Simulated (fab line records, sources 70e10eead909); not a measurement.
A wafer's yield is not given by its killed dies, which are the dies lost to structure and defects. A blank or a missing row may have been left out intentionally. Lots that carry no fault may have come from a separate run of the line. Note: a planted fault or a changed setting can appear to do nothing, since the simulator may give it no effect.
fab line records -- flow nandHarc
record lots=6, wafers=17, lastDay=30
route steps=1302 shown A_ONON_D2@546 END@1302
lots untouched by any fault: they come from a run of this same line in which no faults occurred
startH: hours from the record's opening day to when the first of the lot's shown wafers began -- waitH: how many hours have passed since the lot's step before this one -- " same as the row above -- L1.1+2: a row that stands for several wafers -- - no value, or no start given -- * or withheld: withheld -- < > ~ a bound
route shown NAME@n: NAME is a module with steps in the file, n the number in the route of the first one -- usual: mean/standard deviation of fault-free wafers -- same: alike in all rows -- chamber/n: place in a boat -- sites: the reading at each site -- _std_site: how widely they spread, as a standard deviation -- _edge_site: the outer-site mean with the inner-site mean subtracted -- radiusMm: for every site, how far away it sits from the centre of the wafer -- mask NAME#n: copy n -- behind: the most recent tool/chamber to have shaped the wafer -- hold: what put the lot on hold/how long, in hours/how the hold closed -- device: the transistor (n, p or np) that didn't switch -- end of line: the tests these same wafers got at the end of their route -- where a step has no rows: the recipe by itself -- killed: not the wafer's yield, but the dies lost to structure and defects at the first sort -- map: shows each die of a wafer: x if killed, . if not, _ if none is there
set.NAME: the setting the step ran with; set.NAME@STEP: the setting that earlier step ran with -- model.NAME: the simulator's own value behind a step, which no gauge read
certain route steps with their lots: each step a table, each wafer a row
services: when a tool's chamber went out of use (startH, in hours from the record's first day, below 0 if earlier), for how many hours, and the reason
## steps
# step NHARC_A_ONON_D2_THK_MEAS_02
# recipe thkMeasGauge=ellipsometry
# usual thkNm=1001/11
lot.wafer,tool,chamber,startH,waitH,thkNm
L257.1,filmMetro-02,-,282.72,-,1007
L257.4,filmMetro-02,-,282.72,-,1007
L257.6,filmMetro-02,-,282.72,-,1006
L259.1,filmMetro-02,-,314.74,-,988
L259.3,filmMetro-02,-,314.74,-,989
L259.5,filmMetro-02,-,314.74,-,989
L261.1,filmMetro-01,-,323.30,-,1001
L261.3,filmMetro-01,-,323.30,-,1001
L261.4,filmMetro-01,-,323.30,-,1002
L265.1,filmMetro-02,-,367.85,-,995
L265.6,filmMetro-02,-,367.85,-,997
L271.1,filmMetro-01,-,419.13,-,998
L271.5,filmMetro-01,-,419.13,-,998
L271.6,filmMetro-01,-,419.13,-,997
L272.1,filmMetro-01,-,436.71,-,1010
L272.2,filmMetro-01,-,436.71,-,1011
L272.3,filmMetro-01,-,436.71,-,1010
# step NHARC_A_ONON_D2_DEP_03
# recipe targetThkA=10000, n2FlowSccm=2750, n2oFlowSccm=2000, nh3FlowSccm=500, sih4FlowSccm=210, tempC=400
# step NHARC_A_ONON_D2_THK_MEAS_05
# recipe thkMeasGauge=ellipsometry
# usual thkNm=1000/9.7
lot.wafer,tool,chamber,startH,waitH,thkNm
L257.1,filmMetro-01,-,283.29,-,996
L257.4,filmMetro-01,-,283.29,-,995
L257.6,filmMetro-01,-,283.29,-,993
L259.1,filmMetro-02,-,315.44,-,994
L259.3,filmMetro-02,-,315.44,-,994
L259.5,filmMetro-02,-,315.44,-,993
L261.1,filmMetro-02,-,323.86,-,989
L261.3,filmMetro-02,-,323.86,-,988
L261.4,filmMetro-02,-,323.86,-,989
L265.1,filmMetro-02,-,368.42,-,995
L265.6,filmMetro-02,-,368.42,-,997
L271.1,filmMetro-01,-,419.70,-,993
L271.5,filmMetro-01,-,419.70,-,994
L271.6,filmMetro-01,-,419.70,-,994
L272.1,filmMetro-01,-,437.27,-,1014
L272.2,filmMetro-01,-,437.27,-,1015
L272.3,filmMetro-01,-,437.27,-,1016
# step NHARC_A_ONON_D2_DEP_06
# recipe targetThkA=10000, n2FlowSccm=2750, n2oFlowSccm=2000, nh3FlowSccm=500, sih4FlowSccm=210, tempC=400
# step NHARC_A_ONON_D2_THK_MEAS_08
# recipe thkMeasGauge=ellipsometry
# usual thkNm=1002/8.9
lot.wafer,tool,chamber,startH,waitH,thkNm
L257.1,filmMetro-02,-,283.85,-,1004
L257.4,filmMetro-02,-,283.85,-,1005
L257.6,filmMetro-02,-,283.85,-,1003
L259.1,filmMetro-02,-,316.15,-,1001
L259.3,filmMetro-02,-,316.15,-,1002
L259.5,filmMetro-02,-,316.15,-,1002
L261.1,filmMetro-01,-,324.43,-,994
L261.3,filmMetro-01,-,324.43,-,992
L261.4,filmMetro-01,-,324.43,-,993
L265.1,filmMetro-01,-,368.98,-,981
L265.6,filmMetro-01,-,368.98,-,981
L271.1,filmMetro-02,-,420.27,-,1004
L271.5,filmMetro-02,-,420.27,-,1003
L271.6,filmMetro-02,-,420.27,-,1003
L272.1,filmMetro-02,-,437.84,-,995
L272.2,filmMetro-02,-,437.84,-,996
L272.3,filmMetro-02,-,437.84,-,996
# step NHARC_A_ONON_D2_DEP_09
# recipe targetThkA=10000, n2FlowSccm=2750, n2oFlowSccm=2000, nh3FlowSccm=500, sih4FlowSccm=210, tempC=400
# step NHARC_A_ONON_D2_THK_MEAS_11
# recipe thkMeasGauge=ellipsometry
# usual thkNm=999/11
lot.wafer,tool,chamber,startH,waitH,thkNm
L257.1,filmMetro-02,-,284.42,-,991
L257.4,filmMetro-02,-,284.42,-,991
L257.6,filmMetro-02,-,284.42,-,991
L259.1,filmMetro-01,-,316.71,-,997
L259.3,filmMetro-01,-,316.71,-,997
L259.5,filmMetro-01,-,316.71,-,998
L261.1,filmMetro-01,-,325.01,-,999
L261.3,filmMetro-01,-,325.01,-,1000
L261.4,filmMetro-01,-,325.01,-,998
L265.1,filmMetro-02,-,369.54,-,982
L265.6,filmMetro-02,-,369.54,-,981
L271.1,filmMetro-01,-,420.83,-,1010
L271.5,filmMetro-01,-,420.83,-,1009
L271.6,filmMetro-01,-,420.83,-,1009
L272.1,filmMetro-01,-,438.40,-,1011
L272.2,filmMetro-01,-,438.40,-,1010
L272.3,filmMetro-01,-,438.40,-,1010
# step NHARC_A_ONON_D2_DEP_12
# recipe targetThkA=10000, n2FlowSccm=2750, n2oFlowSccm=2000, nh3FlowSccm=500, sih4FlowSccm=210, tempC=400
# step NHARC_A_ONON_D2_THK_MEAS_14
# recipe thkMeasGauge=ellipsometry
# usual thkNm=998/9.8
lot.wafer,tool,chamber,startH,waitH,thkNm
L257.1,filmMetro-02,-,285.00,-,989
L257.4,filmMetro-02,-,285.00,-,991
L257.6,filmMetro-02,-,285.00,-,990
L259.1,filmMetro-02,-,317.28,-,1014
L259.3,filmMetro-02,-,317.28,-,1013
L259.5,filmMetro-02,-,317.28,-,1015
L261.1,filmMetro-01,-,325.57,-,994
L261.3,filmMetro-01,-,325.57,-,996
L261.4,filmMetro-01,-,325.57,-,995
L265.1,filmMetro-02,-,370.11,-,1003
L265.6,filmMetro-02,-,370.11,-,1006
L271.1,filmMetro-02,-,421.41,-,1003
L271.5,filmMetro-02,-,421.41,-,1002
L271.6,filmMetro-02,-,421.41,-,1003
L272.1,filmMetro-01,-,438.96,-,994
L272.2,filmMetro-01,-,438.96,-,996
L272.3,filmMetro-01,-,438.96,-,995
# step NHARC_A_ONON_D2_ANNEAL_15
# recipe tempC=750, timeS=3600
# step NHARC_A_ONON_D2_DEP_16
# recipe targetThkA=10000, n2FlowSccm=2750, n2oFlowSccm=2000, nh3FlowSccm=500, sih4FlowSccm=210, tempC=400
# step NHARC_A_ONON_D2_THK_MEAS_18
# recipe thkMeasGauge=ellipsometry
# usual thkNm=1000/9.9
lot.wafer,tool,chamber,startH,waitH,thkNm
L257.1,filmMetro-02,-,292.36,-,1007
L257.4,filmMetro-02,-,292.36,-,1007
L257.6,filmMetro-02,-,292.36,-,1007
L259.1,filmMetro-01,-,326.82,-,1006
L259.3,filmMetro-01,-,326.82,-,1005
L259.5,filmMetro-01,-,326.82,-,1004
L261.1,filmMetro-02,-,334.16,-,1008
L261.3,filmMetro-02,-,334.16,-,1005
L261.4,filmMetro-02,-,334.16,-,1007
L265.1,filmMetro-01,-,377.44,-,999
L265.6,filmMetro-01,-,377.44,-,997
L271.1,filmMetro-02,-,429.15,-,1001
L271.5,filmMetro-02,-,429.15,-,1002
L271.6,filmMetro-02,-,429.15,-,1003
L272.1,filmMetro-02,-,446.88,-,1002
L272.2,filmMetro-02,-,446.88,-,1003
L272.3,filmMetro-02,-,446.88,-,1005
# step NHARC_A_ONON_D2_DEP_19
# recipe targetThkA=10000, n2FlowSccm=2750, n2oFlowSccm=2000, nh3FlowSccm=500, sih4FlowSccm=210, tempC=400
lot.wafer,tool,chamber,startH,waitH
L257.1+4+6,pecvdOnon-03,0,292.41,0.1
L259.1+3+5,pecvdOnon-01,0,326.87,0.1
L261.1+3+4,pecvdOnon-03,0,334.21,0.1
L265.1+6,pecvdOnon-03,0,377.50,0.1
L271.1+5+6,pecvdOnon-04,0,429.21,0.1
L272.1+2+3,pecvdOnon-01,0,446.94,0.1
# step NHARC_A_ONON_D2_THK_MEAS_21
# recipe thkMeasGauge=ellipsometry
# usual thkNm=1001/11
lot.wafer,tool,chamber,startH,waitH,thkNm
L257.1,filmMetro-02,-,292.92,-,1014
L257.4,filmMetro-02,-,292.92,-,1014
L257.6,filmMetro-02,-,292.92,-,1015
L259.1,filmMetro-01,-,327.39,-,983
L259.3,filmMetro-01,-,327.39,-,982
L259.5,filmMetro-01,-,327.39,-,983
L261.1,filmMetro-02,-,334.73,-,988
L261.3,filmMetro-02,-,334.73,-,989
L261.4,filmMetro-02,-,334.73,-,1520
L265.1,filmMetro-01,-,378.01,-,1006
L265.6,filmMetro-01,-,378.01,-,1535
L271.1,filmMetro-01,-,429.72,-,990
L271.5,filmMetro-01,-,429.72,-,992
L271.6,filmMetro-01,-,429.72,-,991
L272.1,filmMetro-01,-,447.45,-,985
L272.2,filmMetro-01,-,447.45,-,982
L272.3,filmMetro-01,-,447.45,-,985
# step NHARC_A_ONON_D2_DEP_22
# recipe targetThkA=10000, n2FlowSccm=2750, n2oFlowSccm=2000, nh3FlowSccm=500, sih4FlowSccm=210, tempC=400
# step NHARC_END_SORT_01
# recipe tempC=25
# usual killedAtArray=53/20, killedAtOther=1/1.2, killedAtPeriphery=3.7/2.6, killedDies=58/20, killedOpen=3.5/1.8, killedShort=2.4/1.7
# same grossDies=677
lot.wafer,tool,chamber,startH,waitH,killedAtArray,killedAtOther,killedAtPeriphery,killedDies,killedOpen,killedShort
L261.4,prober-02,0,604.02,3.4,673,3,1,677,3,0
L265.6,prober-01,0,657.34,4.0,670,3,4,677,4,5
# killed by level:class
L261.4 A_ONON_D2:areaDep=624 A_CHANNEL_HOLE_D2:chamberFilmFlake=32 A_CHANNEL_HOLE_D1:chamberFilmFlake=4 A_SGD_CUT:chamberFilmFlake=3 THIN_TSV:chamberFilmFlake=3 A_STAIRCASE:chamberFilmFlake=2 A_SLIT:chamberFilmFlake=2 A_SOURCE_PLATE:geometricParticle:open=1
L265.6 A_ONON_D2:areaDep=615 A_SLIT:chamberFilmFlake=16 A_CHANNEL_HOLE_D2:chamberFilmFlake=13 A_CHANNEL_HOLE_D1:chamberFilmFlake=7 A_STAIRCASE:chamberFilmFlake=4 A_CHANNEL_FILL_D2:chamberFilmFlake=3 THIN_TSV:chamberFilmFlake=3 A_WL_FILL:chamberFilmFlake=2
# map L261.4 (x killed, . not)
____________x____________
_________xxxxxxx_________
_______xxxxxxxxxxx_______
______xxxxxxxxxxxxx______
_____xxxxxxxxxxxxxxx_____
____xxxxxxxxxxxxxxxxx____
____xxxxxxxxxxxxxxxxx____
___xxxxxxxxxxxxxxxxxxx___
___xxxxxxxxxxxxxxxxxxx___
__xxxxxxxxxxxxxxxxxxxxx__
__xxxxxxxxxxxxxxxxxxxxx__
_xxxxxxxxxxxxxxxxxxxxxxx_
_xxxxxxxxxxxxxxxxxxxxxxx_
_xxxxxxxxxxxxxxxxxxxxxxx_
_xxxxxxxxxxxxxxxxxxxxxxx_
_xxxxxxxxxxxxxxxxxxxxxxx_
xxxxxxxxxxxxxxxxxxxxxxxxx
xxxxxxxxxxxxxxxxxxxxxxxxx
xxxxxxxxxxxxxxxxxxxxxxxxx
xxxxxxxxxxxxxxxxxxxxxxxxx
xxxxxxxxxxxxxxxxxxxxxxxxx
_xxxxxxxxxxxxxxxxxxxxxxx_
_xxxxxxxxxxxxxxxxxxxxxxx_
_xxxxxxxxxxxxxxxxxxxxxxx_
_xxxxxxxxxxxxxxxxxxxxxxx_
_xxxxxxxxxxxxxxxxxxxxxxx_
__xxxxxxxxxxxxxxxxxxxxx__
__xxxxxxxxxxxxxxxxxxxxx__
___xxxxxxxxxxxxxxxxxxx___
___xxxxxxxxxxxxxxxxxxx___
____xxxxxxxxxxxxxxxxx____
____xxxxxxxxxxxxxxxxx____
_____xxxxxxxxxxxxxxx_____
______xxxxxxxxxxxxx______
_______xxxxxxxxxxx_______
_________xxxxxxx_________
____________x____________
# map L265.6 (x killed, . not)
____________x____________
_________xxxxxxx_________
_______xxxxxxxxxxx_______
______xxxxxxxxxxxxx______
_____xxxxxxxxxxxxxxx_____
____xxxxxxxxxxxxxxxxx____
____xxxxxxxxxxxxxxxxx____
___xxxxxxxxxxxxxxxxxxx___
___xxxxxxxxxxxxxxxxxxx___
__xxxxxxxxxxxxxxxxxxxxx__
__xxxxxxxxxxxxxxxxxxxxx__
_xxxxxxxxxxxxxxxxxxxxxxx_
_xxxxxxxxxxxxxxxxxxxxxxx_
_xxxxxxxxxxxxxxxxxxxxxxx_
_xxxxxxxxxxxxxxxxxxxxxxx_
_xxxxxxxxxxxxxxxxxxxxxxx_
xxxxxxxxxxxxxxxxxxxxxxxxx
xxxxxxxxxxxxxxxxxxxxxxxxx
xxxxxxxxxxxxxxxxxxxxxxxxx
xxxxxxxxxxxxxxxxxxxxxxxxx
xxxxxxxxxxxxxxxxxxxxxxxxx
_xxxxxxxxxxxxxxxxxxxxxxx_
_xxxxxxxxxxxxxxxxxxxxxxx_
_xxxxxxxxxxxxxxxxxxxxxxx_
_xxxxxxxxxxxxxxxxxxxxxxx_
_xxxxxxxxxxxxxxxxxxxxxxx_
__xxxxxxxxxxxxxxxxxxxxx__
__xxxxxxxxxxxxxxxxxxxxx__
___xxxxxxxxxxxxxxxxxxx___
___xxxxxxxxxxxxxxxxxxx___
____xxxxxxxxxxxxxxxxx____
____xxxxxxxxxxxxxxxxx____
_____xxxxxxxxxxxxxxx_____
______xxxxxxxxxxxxx______
_______xxxxxxxxxxx_______
_________xxxxxxx_________
____________x____________
## services
tool,chamber,startH,hours,kind
pecvdOnon-01,-,269.00,13.0,pm
pecvdOnon-03,-,296.79,4.9,repair
pecvdOnon-04,-,311.30,13.0,pm
pecvdOnon-01,-,312.38,3.4,repair
pecvdOnon-03,-,408.00,13.0,pm
## key
firstSign step=NHARC_A_ONON_D2_THK_MEAS_21, reading=thkNm, direction=up, sigmas=50, usual=1001, struck=1528
effect step=NHARC_END_SORT_01, reading=killedAtArray, direction=up, sigmas=31, usual=53, struck=672
moreKillsBornAt NHARC_A_ONON_D2_DEP_19@pecvdOnon-03=1239
metAt NHARC_A_ONON_D2_DEP_19
struckWafers L261.4,L265.6
laterRowsLeftOut L261.4,L265.6
testerLeftOut L261,L265
onsetBetween 292.41 334.21
fault kind=processParameterDrift, tool=pecvdOnon-03, chamber=-, onsetH=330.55, steps=NHARC_A_ONON_D2_DEP_19, channel=targetThkA, offset=*, shape=step, endH=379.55, scope=struckWafersOnly, actsIn=*, stated=*
# testerLeftOut: of these lots the tester's yield and bins aren't shown, on N5 and GAA mostly nor the transistor test; their killed dies are dies lost to structure and defects alone, not to doping, threshold or leakage, so they don't give the yield
# laterRowsLeftOut: the simulator's readings of these wafers behind a module that went badly wrong aren't trusted and aren't shown, but for the sort
